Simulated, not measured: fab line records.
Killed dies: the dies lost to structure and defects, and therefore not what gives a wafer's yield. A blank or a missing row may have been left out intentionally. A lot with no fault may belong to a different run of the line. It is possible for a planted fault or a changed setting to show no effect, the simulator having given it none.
8D (eight disciplines) problem report, filled in by code -- flow n5 finfet -- the parts of the form that need people (team, actions taken, sign-off) are left out

## 1. PROBLEM STATEMENT
bias w at N5_ZERO_LAYER_ETCH_18 reads a mean of 91.02 W on 1 wafer of 1 lot; wafers without a fault read 75.01 W with a standard deviation of 0.22. Relative to the usual mean, that is a shift of +73 standard deviations.
The step: etches Si in HBr/Cl2, target depth 120 nm, time 40 s.
First observed at day 3 12:47: wafer L147.2, on rie si-06. Wafers with a number at this step in the record: 30, from 10 lots. Rule for "out" (also "out of limits"): further than 4 standard deviations from the usual mean. The other wafers with a number count as sound.

## 2. WHAT IT IS AND WHAT IT IS NOT
question,is,is not
which readings at this step,bias w,"drypump motor current A, oes product au, throttle valve pct"
which lots,L147,"L141, L143, L156, L157, L158, L159, L160, L161, L162"
which wafers of those lots,L147.2,"L147.1, L147.4"
read on which tools,rie si-06,"rie si-01, rie si-04"
when,from day 3 12:47,"up to then (8 sound wafers); but 21 sound wafers of L156, L157, L158, L159, L160, L161, L162 came after"

## 3. SUSPECTS, AND WHAT RULES EACH OUT
Counting: any tool at a process step up to the reading remains a suspect provided it ran every lot that is out. Sound lots after the first of them don't rule it out here, since some wafers of a struck lot are sound.
- rie si-06 at N5_ZERO_LAYER_ETCH_18 (etches Si in HBr/Cl2, target depth 120 nm, time 40 s): kept. It ran the lot that is out, L147 (day 3 12:47); its last sound lot up to then is L143 (day 2 12:47). Its own bias w readings are out on those wafers.
- At N5_ZERO_LAYER_ETCH_18, inside rie si-06: chamber 0 took the wafers that are out, while their sound lot-mates went through chambers 2, 3.
The count leaves rie si-06 at N5_ZERO_LAYER_ETCH_18.

## 4. THE CAUSE (what the simulator had put in)
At N5_ZERO_LAYER_ETCH_18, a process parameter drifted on rie si-06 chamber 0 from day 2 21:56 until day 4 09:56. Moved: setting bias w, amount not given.
This tool alone remained once counting was done.

## 5. SEQUENCE OF EFFECTS, ordered by route
Rows list readings where the struck wafers' mean (over those with a number) sits beyond 3 standard deviations from the usual. Scope: only readings with a usual standard deviation given in the record; hours: median across lots of the time from each lot's start at the first step in this table that gives one to its start at this step; sigmas: change in usual standard deviations.
hours,step,reading,usual,on struck wafers,change,sigmas
0,N5_ZERO_LAYER_ETCH_18,bias w,75.01 W,91.02,+16.01,+73
Its process steps:
- N5_ZERO_LAYER_ETCH_18: etches Si in HBr/Cl2, target depth 120 nm, time 40 s.
Later steps that measure or inspect, where all struck wafers having a row at the step show a number for every such reading and not one has moved that far: N5_WELL_APT_INSPECT_27, N5_BEOL_M4_RC_MEAS_101.

## 6. WHAT WOULD HAVE CAUGHT IT SOONER
First out-of-limits reading in this record: day 3 12:47, which is 15 hours after fault onset at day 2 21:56.
